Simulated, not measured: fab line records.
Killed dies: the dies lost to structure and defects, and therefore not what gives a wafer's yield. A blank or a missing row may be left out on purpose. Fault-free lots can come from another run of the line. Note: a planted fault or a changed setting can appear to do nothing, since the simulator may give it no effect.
Struck lot and sound lot, side by side ; flow n5 finfet ; 16 out of 1938 route steps
Sound: wafers L249.1, L249.3, L249.6. Struck: wafer L257.3 (L257.1, L257.4, from the same lot, were not struck and are left out); the cause is given at the end.
Per side, at each step with rows, come the tool, then ch with its chambers, and then its first start. Under that, the readings that differ: sound wafers ; struck wafers ; difference of the means ; sigmas: that difference in standard deviations of wafers without a fault.
alike: a reading whose means differ by less than 2 such deviations, as well as words and numbers matching on both sides. not compared: withheld readings; readings where some wafer has no value; bounds like >300 that might hide an equal value; numbers whose values overlap and for which the record gives no deviation.
A row with sigmas, a row that says differs or no value, or rows on one side alone: a step with any of these is where the two part. Non-overlapping numbers with no deviation appear without sigmas and do not part them. Lack of a reading on every wafer of one side parts them only where that side has two or more wafers.

N5_MOL_CONTACT_COAG_ETCH_59: etches underlayer in N2/H2, target depth 13 nm, time 10.4 s.
  sound on rie diel-04 ch 0,1,2, day 6 04:28; struck on rie diel-03 ch 3, day 8 01:42
reading;sound;struck;difference;sigmas
throttle valve pct (%);18.06 18.19 18.15;17.57;-0.56;-3
  alike: bias w, drypump motor current A, etch rf on time s, oes product au, rf fwd power W, rf vpp V, showerhead plenum p Torr
  not compared: rf hours counter h
then, 4 steps without rows for these wafers: N5_MOL_CONTACT_COAG_ETCH_105 (etches SiARC in CF4, target depth 15.6 nm, time 26 s); N5_MOL_CONTACT_COAG_ETCH_106 (etches SOC in N2/H2, target depth 80 nm, overetch 16 nm, time 120 s); N5_MOL_CONTACT_COAG_STRIP_107 (strips in N2/H2); N5_MOL_CONTACT_COAG_STRIP_108 (strips in N2/H2).
N5_MOL_CONTACT_COAG_CONTACT_ETCH_14: etches SiO2 in C4F6/O2, target depth 27.5 nm, overetch 8.5 nm, time 20 s.
  sound on rie diel-04 ch 0,1,2, day 6 04:36; struck on rie diel-03 ch 3, day 8 01:50
  alike: bias w, drypump motor current A, oes product au, rf fwd power W, rf vpp V, showerhead plenum p Torr, throttle valve pct
  not compared: rf hours counter h
then, 2 steps without rows for these wafers: N5_MOL_CONTACT_COAG_STRIP_109 (strips in C4F6/O2); N5_MOL_CONTACT_COAG_ETCH_15 (etches SiNx in CH3F/O2, stops on Si:P, target depth 7 nm).
N5_MOL_CONTACT_COAG_ETCH_110: etches Si in CF4/O2, target depth 2.5 nm, time 8 s.
  sound on rie diel-04 ch 0,1,2, day 6 04:42; struck on rie diel-03 ch 3, day 8 01:56
reading;sound;struck;difference;sigmas
throttle valve pct (%);10.96 11.01 11.29;10.67;-0.42;-2
  alike: bias w, cf4 flow sccm, drypump motor current A, oes product au, rf fwd power W, rf vpp V, showerhead plenum p Torr
  not compared: rf hours counter h
N5_MOL_CONTACT_COAG_STRIP_98: strips in N2/H2.
  sound on rie diel-04 ch 0,1,2, day 6 04:45; struck on rie diel-03 ch 3, day 8 01:59
reading;sound;struck;difference;sigmas
rf vpp V (V);55.6 57.2 56.3;52.9;-3.5;-2
throttle valve pct (%);19.4 19.4 19.0;18.4;-0.9;-3
  alike: drypump motor current A, oes product au, showerhead plenum p Torr
  not compared: rf hours counter h
N5_MOL_CONTACT_COAG_CD_MEAS_99: the cd target is 17.2 nm.
  sound on cd sem-03, day 6 04:49; struck on cd sem-02, day 8 02:04
  alike: cd nm
next, for these wafers, 1 step has no rows: N5_MOL_CONTACT_COAG_IMPLANT_129.
N5_MOL_CONTACT_COAG_PRECLEAN_111: cleans in NF3:NH3, afs cycles 1, time 20 s, sublimation time 60 s.
  sound on remote plasma-02 ch 1, day 6 06:40; struck on remote plasma-01 ch 1, day 8 03:45
reading;sound;struck;difference;sigmas
rf power w (W);30.08 30.10 30.16;29.88;-0.23;-2
time s (s);20 20 20;18.901;-1.099;
N5_MOL_CONTACT_COAG_TI_SIL_19: material Ti, target thk 4.2 nm, time 15 s.
  sound on pvd sputter-01, day 6 06:58; struck on pvd sputter-02, day 8 03:59
  alike: throttle valve pct
-- record jumps: 7 days separate the struck wafers' starts on either side; left off in module MOL_CONTACT_COAG, taken up again in module BEOL_M4, whose first shown step is the route's number 1111 --
N5_BEOL_M4_RC_MEAS_101:
  sound on prober-02 ch 0, day 12 13:32; struck on prober-02 ch 0, day 15 11:40
  alike: DIBL_N, DIBL_P, IOFF_N, IOFF_P, ION_N, ION_P, SS_N, SS_P, VT_N, VT_P
-- the record jumps here: 5 days lie between the struck wafers' starts before and after (it left off in module BEOL_M4 and takes up again in module PASSIVATION, whose first step shown is number 1936 of the route) --
N5_PASSIVATION_PROBE_49:
  sound on prober-02, day 17 11:17; struck on prober-02, day 20 13:07
reading;sound;struck;difference;sigmas
killed at front end;21 27 14;48;+27;+2
sort_bin_5_function (%);4.3 3.1 4.6;6.3;+2.3;+2
  alike: defect limited yield, killed_at_M0_to_M3, killed_at_M4_up, killed at contacts, killed at other, killed dies, killed on rim, killed open, killed short, sort_bin_6_memory, sort_bin_8_speed, sort n pass, sort yield pct

## WHERE THEY PART
Last at N5_PASSIVATION_PROBE_49 as far as this record goes, first at N5_MOL_CONTACT_COAG_ETCH_59.

WHY: whatever the simulator had introduced
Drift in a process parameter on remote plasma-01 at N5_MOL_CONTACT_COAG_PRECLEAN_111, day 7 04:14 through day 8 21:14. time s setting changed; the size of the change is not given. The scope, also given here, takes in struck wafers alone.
